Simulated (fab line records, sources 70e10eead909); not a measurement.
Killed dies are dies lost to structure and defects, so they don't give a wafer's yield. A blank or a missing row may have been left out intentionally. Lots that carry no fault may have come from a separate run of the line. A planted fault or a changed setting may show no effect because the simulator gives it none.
fab line records ; flow nandHarc ; part 2 of 2: steps 27 to 39 of 39
record: lots: 5; wafers: 15; lastDay: 31
route steps=1302 shown P_GATE@149
lots that met no fault: taken from a fault-free run of the same line
startH: start of the lot's first displayed wafer, in hours after the record's first day ; waitH: time in hours since the lot's previous step ; " same as the row above ; L1.1+2: several wafers, shown together as one row ; - no value, or no start was given ; * or withheld: withheld ; < > ~ a bound
route shown NAME@n: NAME is a module with steps in the file, n the number in the route of the first one ; usual: mean/standard deviation taken from wafers without a fault ; same: alike in all rows ; chamber/n: place in a boat ; sites: readings site by site ; _std_site: standard deviation across them ; _edge_site: the outer-site mean with the inner-site mean subtracted ; radiusMm: how far each site lies from the wafer's centre ; mask NAME#n: copy n ; behind: the most recent tool/chamber to have shaped the wafer ; hold: the reason the lot was held/the length of the hold in hours/how it ended ; device: transistor that didn't switch, given as n, p or np ; end of line: the same wafers' tests at the end of the route ; a step given without rows: its recipe and nothing more ; killed: at the first sort, the dies lost to defects and structure; wafer yield is something else ; map: per-die view of a wafer (x killed, . not killed, _ where there is no die)
set.NAME: the run value of the setting; set.NAME@STEP: its run value at that earlier step ; model.NAME: the simulator's own value behind a step, which no gauge read
lots seen at some steps along the route; tables by step, rows by wafer
services: a tool's chamber out of use, with start hour (startH, from the record's first day; less than 0 if before it), hours out, and reason
== steps ==
step: NHARC_P_GATE_STRIP_75
recipe: powerW: 1500; tempC: 250; chemistry: O2
usual: drypumpMotorCurrentA: 5.59/0.23; heaterPowerW: 337/20; tempC: 250.00/0.17
lot.wafer;tool;chamber;startH;waitH;drypumpMotorCurrentA;heaterPowerW;rfHoursCounterH;tempC
L076.4;plasmaAsher-01;0;134.03;0.2;5.46;335;-;250.12
L076.3;plasmaAsher-01;1;134.03;0.2;5.48;343;-;250.15
L076.5;plasmaAsher-01;0;134.03;0.2;5.49;342;-;250.00
L082.1;plasmaAsher-02;0;186.88;0.3;5.41;341;21;250.00
L082.5;plasmaAsher-02;0;186.88;0.3;5.42;339;-;250.09
L082.6;plasmaAsher-02;1;186.88;0.3;5.97;305;-;250.03
L084.3;plasmaAsher-02;0;211.69;0.1;5.43;341;-;249.98
L084.6;plasmaAsher-02;1;211.69;0.1;5.96;306;-;250.09
L084.5;plasmaAsher-02;0;211.69;0.1;5.40;343;-;249.51
L086.2;plasmaAsher-02;1;240.22;0.2;5.96;300;30;250.10
L086.3;plasmaAsher-02;1;240.22;0.2;5.99;300;-;249.92
L086.4;plasmaAsher-02;0;240.22;0.2;5.40;342;-;250.02
L094.4;plasmaAsher-02;0;304.89;0.1;5.40;360;-;249.65
L094.5;plasmaAsher-02;1;304.89;0.1;5.98;309;-;250.08
L094.6;plasmaAsher-02;0;304.89;0.1;5.40;364;-;249.90
step: NHARC_P_GATE_STRIP_50
recipe: timeS: 900; tempC: 130; chemistry: SPM
usual: tempC: 130.01/0.14
lot.wafer;tool;chamber;startH;waitH;tempC
L076.5;wetBench-02;6;134.16;0.1;129.90
L076.3;wetBench-02;7;134.16;0.1;129.90
L076.4;wetBench-02;1;134.16;0.1;129.97
L082.1;wetBench-07;4;187.05;0.2;130.24
L082.6;wetBench-07;5;187.05;0.2;129.63
L082.5;wetBench-07;6;187.05;0.2;130.08
L084.6;wetBench-07;3;211.81;0.1;130.17
L084.5;wetBench-07;4;211.81;0.1;130.04
L084.3;wetBench-07;0;211.81;0.1;129.94
L086.4;wetBench-07;1;240.39;0.1;129.79
L086.3;wetBench-07;4;240.39;0.1;130.03
L086.2;wetBench-07;5;240.39;0.1;130.16
L094.4;wetBench-02;2;305.01;0.1;130.05
L094.6;wetBench-02;3;305.01;0.1;129.89
L094.5;wetBench-02;4;305.01;0.1;130.07
step: NHARC_P_GATE_DEHYDRATE_51
recipe: tempC: 150; timeS: 120
lot.wafer;tool;chamber;startH;waitH
L076.3+4+5;lithoTrack-07;0;134.51;-
L082.1+5+6;lithoTrack-02;0;187.38;-
L084.3+5+6;lithoTrack-07;0;212.22;-
L086.2+3+4;lithoTrack-07;0;240.74;-
L094.4+5+6;lithoTrack-02;0;305.36;-
step: NHARC_P_GATE_HMDS_52
recipe: timeS: 30
lot.wafer;tool;chamber;startH;waitH
L076.3+4+5;lithoTrack-07;0;-;-
L082.1+5+6;lithoTrack-02;0;-;-
L084.3+5+6;lithoTrack-07;0;-;-
L086.2+3+4;lithoTrack-07;0;-;-
L094.4+5+6;lithoTrack-02;0;-;-
step: NHARC_P_GATE_COAT_53
recipe: spinRpm: 3000
lot.wafer;tool;chamber;startH;waitH
L076.3+4+5;lithoTrack-07;0;-;-
L082.1+5+6;lithoTrack-02;0;-;-
L084.3+5+6;lithoTrack-07;0;-;-
L086.2+3+4;lithoTrack-07;0;-;-
L094.4+5+6;lithoTrack-02;0;-;-
step: NHARC_P_GATE_SOFTBAKE_54
recipe: tempC: 122; timeS: 95
lot.wafer;tool;chamber;startH;waitH
L076.3+4+5;lithoTrack-07;0;-;-
L082.1+5+6;lithoTrack-02;0;-;-
L084.3+5+6;lithoTrack-07;0;-;-
L086.2+3+4;lithoTrack-07;0;-;-
L094.4+5+6;lithoTrack-02;0;-;-
step: NHARC_P_GATE_EBR_55
lot.wafer;tool;chamber;startH;waitH
L076.3+4+5;lithoTrack-07;0;-;-
L082.1+5+6;lithoTrack-02;0;-;-
L084.3+5+6;lithoTrack-07;0;-;-
L086.2+3+4;lithoTrack-07;0;-;-
L094.4+5+6;lithoTrack-02;0;-;-
step: NHARC_P_GATE_EXPOSE_56
recipe: na: 0.6; targetCdNm: 720; doseMj: 14.81; maskId: P_PSD
lot.wafer;tool;chamber;startH;waitH;mask
L076.3+4+5;krfScanner-02;0;134.66;-;P_PSD#0
L082.1+5+6;krfScanner-02;0;187.65;-;P_PSD#0
L084.3+5+6;krfScanner-04;0;212.50;-;P_PSD#0
L086.2+3+4;krfScanner-02;0;241.03;-;P_PSD#0
L094.4+5+6;krfScanner-02;0;305.65;-;P_PSD#0
step: NHARC_P_GATE_PEB_57
recipe: pebTempC: 118; pebTimeS: 85
same: pebTimeS: 85
lot.wafer;tool;chamber;startH;waitH
L076.3+4+5;lithoTrack-02;0;134.72;0.1
L082.1+5+6;lithoTrack-05;0;187.72;0.1
L084.3+5+6;lithoTrack-07;0;212.56;0.1
L086.2+3+4;lithoTrack-05;0;241.09;0.1
L094.4+5+6;lithoTrack-02;0;305.70;0.0
step: NHARC_P_GATE_DEVELOP_58
recipe: timeS: 70
lot.wafer;tool;chamber;startH;waitH
L076.3+4+5;lithoTrack-02;0;-;-
L082.1+5+6;lithoTrack-05;0;-;-
L084.3+5+6;lithoTrack-07;0;-;-
L086.2+3+4;lithoTrack-05;0;-;-
L094.4+5+6;lithoTrack-02;0;-;-
step: NHARC_P_GATE_CD_MEAS_59
recipe: targetCdNm: 720; landingEnergyEv: 500
usual: cdNm: 720.0/1.9
same: landingEnergyEv: 500
lot.wafer;tool;chamber;startH;waitH;cdNm
L076.3;cdSem-02;0;134.81;-;717.2
L076.4;cdSem-02;0;134.81;-;718.8
L076.5;cdSem-02;0;134.81;-;721.4
L082.1;cdSem-03;0;187.81;-;720.8
L082.5;cdSem-03;0;187.81;-;720.9
L082.6;cdSem-03;0;187.81;-;722.1
L084.3;cdSem-02;0;212.65;-;716.8
L084.5;cdSem-02;0;212.65;-;719.1
L084.6;cdSem-02;0;212.65;-;717.3
L086.2;cdSem-01;0;241.18;-;721.6
L086.3;cdSem-01;0;241.18;-;722.4
L086.4;cdSem-01;0;241.18;-;719.2
L094.4;cdSem-02;0;305.79;-;721.7
L094.5;cdSem-02;0;305.79;-;722.4
L094.6;cdSem-02;0;305.79;-;719.5
step: NHARC_P_GATE_HARDBAKE_60
recipe: tempC: 125; timeS: 80
lot.wafer;tool;chamber;startH;waitH
L076.3+4+5;lithoTrack-07;0;134.89;-
L082.1+5+6;lithoTrack-05;0;187.89;-
L084.3+5+6;lithoTrack-05;0;212.73;-
L086.2+3+4;lithoTrack-02;0;241.28;-
L094.4+5+6;lithoTrack-02;0;305.87;-
step: NHARC_P_GATE_DESCUM_61
recipe: timeS: 3; o2FlowSccm: 200; arFlowSccm: 0; biasPowerW: 0; chemistry: O2
usual: drypumpMotorCurrentA: 5.7/0.39; oesProductAu: 1.002/0.0099; rfVppV: 57.8/0.9; showerheadPlenumPTorr: 1.90/0.08; throttleValvePct: 11.312/0.0085
lot.wafer;tool;chamber;startH;waitH;drypumpMotorCurrentA;oesProductAu;rfHoursCounterH;rfVppV;showerheadPlenumPTorr;throttleValvePct
L076.4;rieDiel-10;3;134.98;-;5.7;1.021;3.2;57.8;1.85;11.303
L076.3;rieDiel-10;1;134.98;-;5.7;0.983;4.2;56.4;1.83;11.303
L076.5;rieDiel-10;2;134.98;-;5.5;0.996;-;58.2;1.89;11.318
L082.1;rieDiel-01;2;187.98;-;6.1;1.006;9.3;56.6;1.82;11.322
L082.5;rieDiel-01;1;187.98;-;5.6;1.005;-;56.1;1.80;11.308
L082.6;rieDiel-01;2;187.98;-;6.1;1.007;-;56.9;1.82;11.322
L084.3;rieDiel-03;2;212.82;-;5.0;1.014;5.7;59.0;1.95;11.317
L084.6;rieDiel-03;1;212.82;-;5.7;1.007;-;59.1;2.04;11.312
L084.5;rieDiel-03;2;212.82;-;4.9;0.998;-;58.2;1.95;11.326
L086.2;rieDiel-01;0;241.36;-;6.0;0.989;0.8;59.4;1.96;11.315
L086.4;rieDiel-01;1;241.36;-;5.6;1.002;0.9;56.6;1.80;11.321
L086.3;rieDiel-01;2;241.36;-;6.2;1.000;1.0;55.8;1.82;11.308
L094.4;rieDiel-10;3;305.98;-;5.7;0.997;2.1;57.0;1.85;11.323
L094.6;rieDiel-10;0;305.98;-;5.9;0.992;-;59.2;1.99;11.297
L094.5;rieDiel-10;1;305.98;-;5.7;0.989;-;57.3;1.83;11.322
== services ==
tool;chamber;startH;hours;kind
rieDiel-03;-;104.45;9.0;pm
krfScanner-02;-;112.16;2.4;repair
lithoTrack-05;-;124.00;7.0;pm
krfScanner-02;-;128.11;1.4;repair
implanter-02;-;139.31;8.0;repair
wetBench-07;-;160.00;8.0;pm
rieSi-03;3;161.04;3.0;repair
rieDiel-01;2;192.03;7.2;repair
rieDiel-01;-;203.80;9.0;pm
wetBench-03;-;210.48;8.0;pm
rieDiel-03;-;217.78;1.6;repair
rieDiel-01;0;220.17;5.0;repair
lithoTrack-02;-;227.00;7.0;pm
rieDiel-01;0;231.12;6.9;repair
rieDiel-10;-;242.50;9.0;pm
wetBench-02;-;244.00;8.0;pm
lithoTrack-07;-;251.00;7.0;pm
plasmaAsher-02;-;254.22;9.0;pm
rieDiel-10;0;263.36;3.4;repair
rieDiel-10;3;264.92;4.9;repair
krfScanner-02;-;266.02;4.0;pm
rieDiel-03;-;281.45;9.0;pm
rieDiel-01;-;283.29;2.2;repair
lithoTrack-05;-;299.00;7.0;pm
